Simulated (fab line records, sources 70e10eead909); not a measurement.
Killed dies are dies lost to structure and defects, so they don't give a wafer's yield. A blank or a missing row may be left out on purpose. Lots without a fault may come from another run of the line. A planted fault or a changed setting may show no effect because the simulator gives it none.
fab line records | flow nand_harc
record lots=6 wafers=18 last_day=34
route steps=1302 shown P_M2@339 P_BONDPAD@351 END@1302
lots that met no fault: from a run of the same line without faults
start_h: hours from the record's first day to the start of the lot's first wafer shown | wait_h: hours since the lot's step before | " the same as in the row above | L1.1+2: a row that stands for several wafers | - no value, or no start given | * or withheld: withheld | < > ~ a bound
route shown NAME@n: a module of which the file shows steps, and the number in the route of the first | usual: mean/standard deviation of fault-free wafers | same: alike in all rows | chamber/n: place in a boat | sites: the reading at each site | _std_site: their standard deviation | _edge_site: outer sites' mean less inner sites' | radius_mm: how far each site lies from the wafer's centre | mask NAME#n: copy n | behind: the tool/chamber that last shaped the wafer | hold: why the lot was held/for how many hours/how that ended | device: the transistor (n, p or np) that didn't switch | end of line: the same wafers' tests at the end of the route | a step without rows: its recipe alone | killed: dies lost to structure and defects at the first sort, not the wafer's yield | map: a wafer's dies, x killed, . not, _ none there
set.NAME: the setting as run; set.NAME@STEP: as run at that earlier step | model.NAME: the simulator's own value behind a step, which no gauge read
lots at some steps of the route; a table a step, a row a wafer
services: from which hour (start_h, from the record's first day; less than 0 if before it) a tool's chamber was out of use, for how many hours, and why
## steps
# step NHARC_P_M2_PRE_CLEAN_30
# recipe time_s=30 temp_c=280 gas=H2/He
# step NHARC_P_M2_PVD_20
# recipe target_thk_a=50 bias_v=168.6 power_w=15000 chamber_pressure_pa=0.12 time_s=8.06 substrate_temp_c=50 material=TaN
# usual chamber_pressure_pa=0.12/0.00025 throttle_valve_pct=30.2/0.67
# columns lot.wafer tool chamber start_h wait_h chamber_pressure_pa throttle_valve_pct
L619.2 pvd_sputter-01 - - - 0.11979 29.9
L619.4 " - " " 0.12005 30.3
L619.5 " - " " 0.11953 30.1
L627.3 pvd_sputter-02 - - - 0.12034 29.4
L627.1 " - " " 0.1202 30.3
L627.5 " - " " 0.1199 30.6
L628.2 pvd_sputter-02 - - - 0.12012 30.1
L628.5 " - " " 0.12034 29.7
L628.6 " - " " 0.12011 30.4
L638.4 pvd_sputter-03 - - - 0.12012 31.0
L638.2 " - " " 0.12019 29.9
L638.5 " - " " 0.11991 30.8
L641.4 pvd_sputter-01 - - - 0.11941 29.7
L641.5 " - " " 0.12029 30.8
L641.6 " - " " 0.11994 30.6
L642.1 pvd_sputter-02 - - - 0.12003 29.8
L642.3 " - " " 0.12003 28.9
L642.5 " - " " 0.12024 30.0
# step NHARC_P_M2_PVD_21
# recipe target_thk_a=300 chamber_pressure_pa=5 power_w=5000 substrate_temp_c=30 time_s=20.49 material=Cu
# step NHARC_P_M2_ECD_22
# recipe target_thk_a=4000 bath_temp_c=25 material=Cu
# step NHARC_P_M2_ANNEAL_31
# recipe temp_c=225 time_s=90
# step NHARC_P_M2_CMP_23
# recipe t_overpolish_s=20 target_thk_nm=144.3
# step NHARC_P_M2_THK_MEAS_24
# recipe thk_meas_gauge=xrf
# usual thk_nm=144.5/1.5
# columns lot.wafer tool chamber start_h wait_h thk_nm
L619.2 film_metro-01 - 138.24 - 144.6
L619.4 " - " " 144.5
L619.5 " - " " 141.0
L627.1 film_metro-02 - 211.15 - 144.1
L627.3 " - " " 144.3
L627.5 " - " " 146.6
L628.2 film_metro-01 - 221.48 - 146.0
L628.5 " - " " 145.2
L628.6 " - " " 146.1
L638.2 film_metro-02 - 323.46 - 145.5
L638.4 " - " " 143.6
L638.5 " - " " 143.0
L641.4 film_metro-02 - 355.81 - 142.0
L641.5 " - " " 145.0
L641.6 " - " " 145.0
L642.1 film_metro-01 - 365.97 - 144.0
L642.3 " - " " 144.3
L642.5 " - " " 142.2
# step NHARC_P_M2_SRD_25
# step NHARC_P_M2_INSPECT_27
# usual raw_defect_count=320/98
# columns lot.wafer tool chamber start_h wait_h raw_defect_count
L619.2 defect_inspect-01 - 138.40 0.0 209
L619.4 " - " " 353
L619.5 " - " " 348
L627.1 defect_inspect-01 - 211.31 0.0 433
L627.3 " - " " 346
L627.5 " - " " 309
L628.2 defect_inspect-02 - 221.64 0.0 237
L628.5 " - " " 245
L628.6 " - " " 292
L638.2 defect_inspect-02 - 323.61 0.0 298
L638.4 " - " " 225
L638.5 " - " " 205
L641.4 defect_inspect-01 - 355.97 0.0 305
L641.5 " - " " 284
L641.6 " - " " 398
L642.1 defect_inspect-02 - 366.13 0.0 271
L642.3 " - " " 209
L642.5 " - " " 281
# step NHARC_P_M2_PRE_CLEAN_32
# recipe time_s=12 temp_c=370 rf_power_w=300 gas=NH3
# step NHARC_P_M2_DEP_33
# recipe target_thk_a=300 temp_c=370 target_thk_nm=30 pressure_torr=3 flow_sccm=200 rf_w=450 material=SiCN
# usual heater_power_w=601/83
# columns lot.wafer tool chamber start_h wait_h heater_power_w
L619.2 pecvd-04 2 138.63 0.1 572
L619.4 " 0 " " 561
L619.5 " 2 " " 570
L627.3 pecvd-01 2 211.45 0.1 667
L627.1 " 0 " " 693
L627.5 " 0 " " 705
L628.2 pecvd-04 0 221.78 0.1 551
L628.6 " 1 " " 542
L628.5 " 2 " " 573
L638.2 pecvd-04 0 323.85 0.1 596
L638.5 " 1 " " 481
L638.4 " 2 " " 566
L641.6 pecvd-02 2 356.25 0.2 583
L641.4 " 0 " " 714
L641.5 " 1 " " 447
L642.1 pecvd-02 0 366.32 0.1 712
L642.3 " 1 " " 511
L642.5 " 1 " " 501
# step NHARC_P_BONDPAD_DEP_00
# recipe target_thk_a=2500 temp_c=370 target_thk_nm=250 pressure_torr=3 flow_sccm=200 rf_w=450 material=SiCN
# usual heater_power_w=606/84
# columns lot.wafer tool chamber start_h wait_h heater_power_w
L619.2 pecvd-02 2 139.03 - 616
L619.4 " 2 " " 627
L619.5 " 0 " " 682
L627.3 pecvd-02 0 211.92 - 715
L627.1 " 1 " " 470
L627.5 " 2 " " 582
L628.2 pecvd-02 2 222.29 - 570
L628.6 " 0 " " 681
L628.5 " 1 " " 532
L638.2 pecvd-04 0 324.16 - 590
L638.4 " 1 " " 566
L638.5 " 2 " " 550
L641.5 pecvd-01 1 356.66 - 678
L641.6 " 2 " " 579
L641.4 " 0 " " 553
L642.3 pecvd-01 0 366.69 - 636
L642.1 " 2 " " 622
L642.5 " 1 " " 734
# step NHARC_P_BONDPAD_CMP_32
# recipe target_thk_nm=200 material=SiCN
# step NHARC_P_BONDPAD_THK_MEAS_33
# recipe thk_meas_gauge=ellipsometry
# usual thk_nm=199.5/1.7
# columns lot.wafer tool chamber start_h wait_h thk_nm
L619.2 film_metro-01 - 139.76 0.2 201.7
L619.4 " - " " 199.6
L619.5 " - " " 199.6
L627.1 film_metro-01 - 212.54 0.2 197.5
L627.3 " - " " 197.9
L627.5 " - " " 200.5
L628.2 film_metro-01 - 222.85 0.2 202.6
L628.5 " - " " 199.9
L628.6 " - " " 199.6
L638.2 film_metro-02 - 324.81 0.2 200.4
L638.4 " - " " 200.5
L638.5 " - " " 198.4
L641.4 film_metro-02 - 357.18 0.2 200.7
L641.5 " - " " 200.1
L641.6 " - " " 199.4
L642.1 film_metro-02 - 367.35 0.2 201.8
L642.3 " - " " 199.7
L642.5 " - " " 203.8
# step NHARC_P_BONDPAD_SRD_34
# step NHARC_P_BONDPAD_DEHYDRATE_01
# recipe temp_c=150 time_s=120
# step NHARC_P_BONDPAD_HMDS_02
# recipe time_s=30
# step NHARC_P_BONDPAD_COAT_36
# recipe temp_c=200 time_s=65
# step NHARC_P_BONDPAD_COAT_03
# recipe spin_rpm=2000 resist_thk_nm=600
# step NHARC_P_BONDPAD_SOFTBAKE_04
# recipe temp_c=125 time_s=70
# step NHARC_P_BONDPAD_EBR_05
# step NHARC_P_BONDPAD_EXPOSE_06
# recipe na=0.55 dose_mj=37.06 mask_id=P_BPAD
# step NHARC_P_BONDPAD_PEB_07
# recipe peb_temp_c=128 peb_time_s=80
# step NHARC_P_BONDPAD_DEVELOP_08
# recipe time_s=50 dev_temp_c=22
# step NHARC_P_BONDPAD_CD_MEAS_09
# recipe target_cd_nm=500 landing_energy_ev=500
# usual cd_nm=500.4/2.8
# columns lot.wafer tool chamber start_h wait_h cd_nm
L619.2 cd_sem-03 0 140.20 - 498.8
L619.4 " 0 " " 498.5
L619.5 " 0 " " 500.1
L627.1 cd_sem-02 0 213.10 - 496.8
L627.3 " 0 " " 498.3
L627.5 " 0 " " 502.7
L628.2 cd_sem-02 0 223.43 - 494.7
L628.5 " 0 " " 497.5
L628.6 " 0 " " 502.9
L638.2 cd_sem-02 0 325.25 - 496.8
L638.4 " 0 " " 497.8
L638.5 " 0 " " 502.3
L641.4 cd_sem-01 0 357.76 - 498.9
L641.5 " 0 " " 502.1
L641.6 " 0 " " 499.6
L642.1 cd_sem-01 0 367.79 - 499.4
L642.3 " 0 " " 502.9
L642.5 " 0 " " 505.5
# step NHARC_P_BONDPAD_OVL_MEAS_38
# usual overlay_x_nm=-2/6.4 overlay_y_nm=2/6.6
# columns lot.wafer tool chamber start_h wait_h overlay_x_nm overlay_y_nm
L619.2 overlay-02 - 140.29 - 2 -3
L619.4 " - " " 2 -3
L619.5 " - " " 2 -3
L627.1 overlay-01 - 213.19 - 3 -1
L627.3 " - " " 2 0
L627.5 " - " " 3 0
L628.2 overlay-01 - 223.51 - 3 6
L628.5 " - " " 4 6
L628.6 " - " " 3 6
L638.2 overlay-01 - 325.34 - 9 -4
L638.4 " - " " 9 -4
L638.5 " - " " 9 -4
L641.4 overlay-02 - 357.84 - -12 16
L641.5 " - " " -12 17
L641.6 " - " " -12 16
L642.1 overlay-01 - 367.88 - 14 10
L642.3 " - " " 15 9
L642.5 " - " " 15 9
# step NHARC_P_BONDPAD_HARDBAKE_10
# recipe temp_c=118 time_s=65
# step NHARC_P_BONDPAD_DESCUM_11
# recipe time_s=3 o2_flow_sccm=200 ar_flow_sccm=0 bias_power_w=0 chemistry=O2
# step NHARC_P_BONDPAD_ETCH_37
# recipe target_depth_a=600 overetch_a=180 time_s=65.91 ion_energy_ev=200 n2_flow_sccm=150 h2_flow_sccm=150 ar_flow_sccm=0 rf_w=400 bias_w=150 chemistry=N2/H2
# step NHARC_P_BONDPAD_ETCH_12
# recipe target_depth_a=2000 time_s=100 chf3_flow_sccm=50 o2_flow_sccm=10 ar_flow_sccm=200 rf_w=500 bias_w=200 chemistry=CHF3/O2
# step NHARC_P_BONDPAD_CD_MEAS_13
# usual cd_nm=499.8/3
# columns lot.wafer tool chamber start_h wait_h cd_nm
L619.2 cd_sem-02 - 140.73 - 499.3
L619.4 " - " " 500.2
L619.5 " - " " 501.4
L627.1 cd_sem-03 - 213.63 - 496.2
L627.3 " - " " 496.1
L627.5 " - " " 500.9
L628.2 cd_sem-01 - 223.95 - 494.3
L628.5 " - " " 497.1
L628.6 " - " " 500.3
L638.2 cd_sem-03 - 325.78 - 495.6
L638.4 " - " " 494.0
L638.5 " - " " 501.4
L641.4 cd_sem-03 - 358.29 - 497.1
L641.5 " - " " 499.8
L641.6 " - " " 498.3
L642.1 cd_sem-01 - 368.32 - 497.3
L642.3 " - " " 503.6
L642.5 " - " " 504.1
# step NHARC_P_BONDPAD_STRIP_15
# recipe o2_flow_sccm=500 ar_flow_sccm=0 bias_w=0 chemistry=O2
# step NHARC_P_BONDPAD_ETCH_24
# recipe target_depth_a=300 over_etch_frac=0.3 time_s=72.99 ion_energy_ev=150 cf4_flow_sccm=50 n2_flow_sccm=100 ar_flow_sccm=150 rf_w=300 bias_w=100 chemistry=CF4/N2
# step NHARC_P_BONDPAD_STRIP_16
# recipe time_s=600 temp_c=30 chemistry=post_etch_residue_remover
# step NHARC_P_BONDPAD_DEGAS_25
# recipe temp_c=300 time_s=60
# step NHARC_P_BONDPAD_PRE_CLEAN_26
# recipe time_s=30 temp_c=280 gas=H2/He
# usual heater_power_w=434/42
# columns lot.wafer tool chamber start_h wait_h heater_power_w
L619.4 pvd_sputter-02 - - - 514
L619.2 " - " " 411
L619.5 " - " " 418
L627.3 pvd_sputter-03 - - - 442
L627.1 " - " " 386
L627.5 " - " " 361
L628.2 pvd_sputter-01 - - - 410
L628.5 " - " " 405
L628.6 " - " " 396
L638.2 pvd_sputter-01 - - - 469
L638.4 " - " " 410
L638.5 " - " " 473
L641.4 pvd_sputter-02 - - - 411
L641.6 " - " " 429
L641.5 " - " " 478
L642.3 pvd_sputter-01 - - - 411
L642.1 " - " " 460
L642.5 " - " " 401
# step NHARC_P_BONDPAD_PVD_17
# recipe target_thk_a=50 bias_v=168.6 power_w=15000 chamber_pressure_pa=0.12 time_s=8.06 substrate_temp_c=50 material=TaN
# step NHARC_P_BONDPAD_PVD_27
# recipe target_thk_a=300 chamber_pressure_pa=5 power_w=5000 substrate_temp_c=30 time_s=20.49 material=Cu
# usual chamber_pressure_pa=4.999/0.01 throttle_valve_pct=30.3/0.71
# columns lot.wafer tool chamber start_h wait_h chamber_pressure_pa throttle_valve_pct
L619.2 pvd_sputter-02 - - - 4.996 29.9
L619.4 " - " " 5.002 30.4
L619.5 " - " " 4.990 29.5
L627.3 pvd_sputter-03 - - - 4.998 30.0
L627.1 " - " " 5.009 30.8
L627.5 " - " " 5.008 29.8
L628.2 pvd_sputter-01 - - - 5.010 30.1
L628.5 " - " " 5.018 30.2
L628.6 " - " " 5.000 29.9
L638.2 pvd_sputter-01 - - - 4.995 30.4
L638.4 " - " " 4.992 30.9
L638.5 " - " " 4.988 30.3
L641.4 pvd_sputter-02 - - - 5.008 30.6
L641.5 " - " " 5.000 29.6
L641.6 " - " " 4.996 29.0
L642.1 pvd_sputter-01 - - - 4.999 30.0
L642.3 " - " " 5.008 30.8
L642.5 " - " " 5.003 30.3
# step NHARC_P_BONDPAD_ECD_18
# recipe target_thk_a=4000 bath_temp_c=25 material=Cu
# step NHARC_P_BONDPAD_ANNEAL_28
# recipe temp_c=225 time_s=90
# usual anneal_temp_c=224.97/0.18 wafer_temp_C_max=225.63/0.26
# columns lot.wafer tool chamber start_h wait_h anneal_temp_c wafer_temp_C_max
L619.2 rtp_anneal-01 0 142.15 0.3 224.95 225.48
L619.4 " 0 " " 225.05 225.39
L619.5 " 0 " " 225.06 225.28
L627.1 rtp_anneal-02 0 215.01 - 224.86 226.02
L627.3 " 0 " " 224.75 226.12
L627.5 " 0 " " 224.79 225.93
L628.2 rtp_anneal-01 0 225.39 - 225.22 225.21
L628.5 " 0 " " 224.87 225.55
L628.6 " 0 " " 225.13 225.70
L638.2 rtp_anneal-02 0 327.18 - 225.02 226.23
L638.4 " 0 " " 225.00 226.35
L638.5 " 0 " " 225.10 225.86
L641.4 rtp_anneal-01 0 359.80 0.3 224.56 225.38
L641.5 " 0 " " 224.91 225.51
L641.6 " 0 " " 224.89 225.86
L642.1 rtp_anneal-02 0 369.67 - 225.14 226.03
L642.3 " 0 " " 225.06 225.72
L642.5 " 0 " " 225.06 225.71
# step NHARC_P_BONDPAD_CMP_19
# recipe t_overpolish_s=30 cu_recess_touch_s=16 target_thk_nm=160.81
# step NHARC_END_SORT_01
# recipe temp_c=25
# usual defect_limited_yield=91.4/2.4 killed_at_array=54/17 killed_at_other=0.7/1 killed_at_periphery=3.7/2.9 killed_dies=58/16 killed_open=3.2/1.9 killed_short=2.2/1.5 sort_bin_2_pct=3.1/1.1 sort_bin_3_pct=0.6/0.33 sort_bin_4_pct=4.9/1.4 sort_n_pass=619/16 sort_rim_yield_pct=94/3.8 sort_yield_pct=91.4/2.4
# same gross_dies=677 sort_bin_5_pct[%]=0 sort_bin_6_pct[%]=0 sort_bin_7_pct[%]=0 sort_bin_8_pct[%]=0 sort_rim_n_gross=106.00
# columns lot.wafer tool chamber start_h wait_h defect_limited_yield[%] killed_at_array killed_at_other killed_at_periphery killed_dies killed_open killed_short sort_bin_2_pct[%] sort_bin_3_pct[%] sort_bin_4_pct[%] sort_n_pass sort_rim_yield_pct[%] sort_yield_pct[%]
L627.1 prober-01 0 645.54 2.5 91.7 54 0 2 56 3 4 2.5 0.4 5.3 621 92 91.7
L627.3 prober-01 0 647.13 3.1 79.2 56 0 85 141 2 3 6.9 4.6 9.3 536 95 79.2
L627.5 prober-01 0 648.72 3.7 91.7 52 0 4 56 4 3 2.1 0.4 5.8 621 97 91.7
L628.2 prober-02 0 646.41 2.8 88.6 69 1 7 77 2 1 4.6 1.2 5.6 600 91 88.6
L628.5 prober-02 0 648.78 3.7 90.8 55 2 5 62 2 3 4.1 0.9 4.1 615 89 90.8
L628.6 prober-02 0 649.57 4.0 72.7 94 3 88 185 2 0 10.2 5.5 11.7 492 93 72.7
L638.2 prober-02 0 751.33 2.8 91.9 48 0 7 55 5 1 3.0 0.6 4.6 622 91 91.9
L638.4 prober-02 0 752.94 3.4 91.7 49 1 6 56 2 1 4.0 1.0 3.2 621 94 91.7
L638.5 prober-02 0 753.75 3.7 91.3 51 0 8 59 3 1 3.2 0.9 4.6 618 98 91.3
# killed by level:class
L627.1 A_CHANNEL_HOLE_D1:chamber_film_flake=29 A_CHANNEL_HOLE_D2:chamber_film_flake=9 A_CONTACT:chamber_film_flake=5 A_STAIRCASE:chamber_film_flake=3 A_CHANNEL_FILL_D1:geometric_particle:short=2 A_CHANNEL_FILL_D2:geometric_particle:short=2 P_GATE:geometric_particle:open=1 A_CONTACT:geometric_particle:open=1
L628.2 A_CHANNEL_HOLE_D2:chamber_film_flake=36 A_SLIT:chamber_film_flake=12 A_CONTACT:chamber_film_flake=11 P_GATE:chamber_film_flake=5 A_CHANNEL_HOLE_D1:chamber_film_flake=5 A_CHANNEL_FILL_D1:geometric_particle:short=1 A_CHANNEL_FILL_D2:geometric_particle:open=1 A_STAIRCASE:geometric_particle:open=1
L627.3 P_BONDPAD:unspecified=83 A_CHANNEL_HOLE_D1:chamber_film_flake=32 A_CHANNEL_HOLE_D2:chamber_film_flake=11 A_CONTACT:chamber_film_flake=7 A_ONON_D1:geometric_particle:short=2 P_STI:geometric_particle:short=1 A_ONON_D1:geometric_particle:open=1 A_M1:geometric_particle:open=1
L627.5 A_CHANNEL_HOLE_D1:chamber_film_flake=29 A_CHANNEL_HOLE_D2:chamber_film_flake=9 A_CONTACT:chamber_film_flake=6 P_ZERO_WELL:chamber_film_flake=2 A_WL_FILL:chamber_film_flake=2 P_M0:geometric_particle:short=1 A_DECK1_JOINT:geometric_particle:short=1 A_DECK1_JOINT:geometric_particle:open=1
L628.5 A_CHANNEL_HOLE_D2:chamber_film_flake=35 A_SLIT:chamber_film_flake=13 P_GATE:geometric_particle:open=2 A_WL_FILL:geometric_particle:short=2 A_CHANNEL_FILL_D2:chamber_film_flake=2 A_STAIRCASE:chamber_film_flake=2 STARTING-WAFER:geometric_particle:short=1 P_ZERO_WELL:chamber_film_flake=1
L628.6 P_BONDPAD:unspecified=87 A_CHANNEL_HOLE_D2:chamber_film_flake=43 A_SLIT:chamber_film_flake=38 A_CONTACT:chamber_film_flake=4 A_CHANNEL_HOLE_D1:chamber_film_flake=2 A_SGD_CUT:chamber_film_flake=2 HYBRID_BOND:chamber_film_flake=2 A_DECK1_JOINT:geometric_particle:open=1
L638.2 A_SLIT:chamber_film_flake=26 A_CHANNEL_HOLE_D1:chamber_film_flake=12 A_STAIRCASE:chamber_film_flake=3 A_CONTACT:chamber_film_flake=3 P_GATE:geometric_particle:open=2 P_CONTACT:chamber_film_flake=2 A_WL_FILL:geometric_particle:short=1 A_WL_FILL:geometric_particle:open=1
L638.4 A_SLIT:chamber_film_flake=37 A_CHANNEL_HOLE_D1:chamber_film_flake=4 A_STAIRCASE:chamber_film_flake=4 P_CONTACT:chamber_film_flake=2 A_CONTACT:chamber_film_flake=2 P_STI:geometric_particle:open=1 A_CHANNEL_FILL_D1:geometric_particle:short=1 STARTING-WAFER:geometric_particle:open=1
L638.5 A_SLIT:chamber_film_flake=30 A_CONTACT:chamber_film_flake=9 A_CHANNEL_HOLE_D1:chamber_film_flake=6 P_CONTACT:chamber_film_flake=4 P_M1:chamber_film_flake=2 A_STAIRCASE:chamber_film_flake=2 A_ONON_D1:geometric_particle:open=1 A_ONON_D2:geometric_particle:short=1
# map L627.3 (x killed, . not)
____________.____________
_________......._________
_______..........._______
______.............______
_____.............x._____
____.................____
____.................____
___...................___
___.....x.............___
__.....................__
__.................x...__
_.............x........._
_..x...xxx...x.........._
_...xxxxx....x.........._
_..x.x.xxx..x..x.x.x...._
_...xxxxxx.....x.x......_
..xxxxxxxxx...x..........
..xxxxxxxxx....x.x.......
..xxxxxxxx..xx...x.......
x.xxxxxxxx.x...x.........
....xxxxxx....xx.........
_..xxxxxxxx.xx.xx......._
_..xxxxxxxx.xxx........._
_..xxxxx.....xxxxx......_
_...x.x...x..xxxx......._
_......x.....xxxxx....x._
__x..........xxx.x.....__
__...........xxx.......__
___..........x........___
___.........x.........___
____.................____
____.................____
_____..............x_____
______.............______
_______..........._______
_________......._________
____________.____________
# map L628.6 (x killed, . not)
____________.____________
_________......._________
_______..........._______
______............x______
_____..............._____
____.................____
____.................____
___...................___
___..............x....___
__.....................__
__..............x...x..__
_......................._
_...xx......xxxxxx......_
_....xxxx....xxxx...x..._
_.x.xxxxxxxx.x..x..x...._
_x..xxxxxxxxxxxx......xx_
xx.xxxxxxx..xxxxx........
..xxxxxxxxx.xxxxxx...xx..
x..xxxxxxxx.xxxxx.......x
x.x.xxxxxxx...x.x....x...
..xxxxxxxxxxxxxxxx...x...
_..xxxxxxxx...xxx...x..._
_.x.xxxxxx..xxxxx......._
_..xxxxxxxxx..xxx......._
_.....xx.x..xxxxxx......_
_.....x......xxx..x....._
__.........x..xx.......__
__.........x.x.x.......__
___..........x........___
___.........xx........___
____............x....____
____.................____
_____........x......_____
______.............______
_______....x......_______
_________......._________
____________.____________
## services
# columns tool chamber start_h hours kind
pvd_sputter-02 - 114.97 1.8 repair
pecvd-02 1 128.65 13.9 repair
pecvd-01 - 130.00 13.0 pm
pvd_sputter-03 - 170.00 10.0 pm
pecvd-04 0 171.76 2.3 repair
pecvd-01 0 221.30 7.5 repair
pvd_sputter-01 - 226.03 10.0 pm
pecvd-02 - 227.00 13.0 pm
pecvd-02 0 227.00 13.1 vent_cycle
pecvd-02 1 227.00 13.1 vent_cycle
pecvd-02 2 227.00 13.1 vent_cycle
pecvd-04 - 269.01 13.0 pm
pecvd-04 0 269.01 13.0 vent_cycle
pecvd-04 1 269.01 13.0 vent_cycle
pecvd-04 2 269.01 13.0 vent_cycle
pecvd-04 0 282.01 - clean
pecvd-04 1 282.01 - clean
pecvd-04 2 282.01 - clean
pvd_sputter-02 - 282.03 10.0 pm
pecvd-01 - 311.10 13.0 pm
pecvd-04 - 335.05 0.7 repair
pvd_sputter-03 - 336.58 1.4 repair
pvd_sputter-02 - 342.53 5.0 repair
pvd_sputter-03 - 348.00 10.0 pm
## key
first_sign step=NHARC_END_SORT_01 reading=killed_at_periphery direction=up sigmas=29 usual=3.7 struck=86.5
effect step=NHARC_END_SORT_01 reading=defect_limited_yield direction=down sigmas=6.4 usual=91.4 struck=75.9
more_kills_born_at NHARC_P_BONDPAD_DEP_00@pecvd-02=170
met_at NHARC_P_BONDPAD_DEP_00
struck_wafers L627.3,L628.6
onset_between 139.03 211.92
fault kind=chamber_particle_source tool=pecvd-02 chamber=0 onset_h=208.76 steps=NHARC_P_BONDPAD_DEP_00 rate_per_visit_cm2=0.70492 end_h=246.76
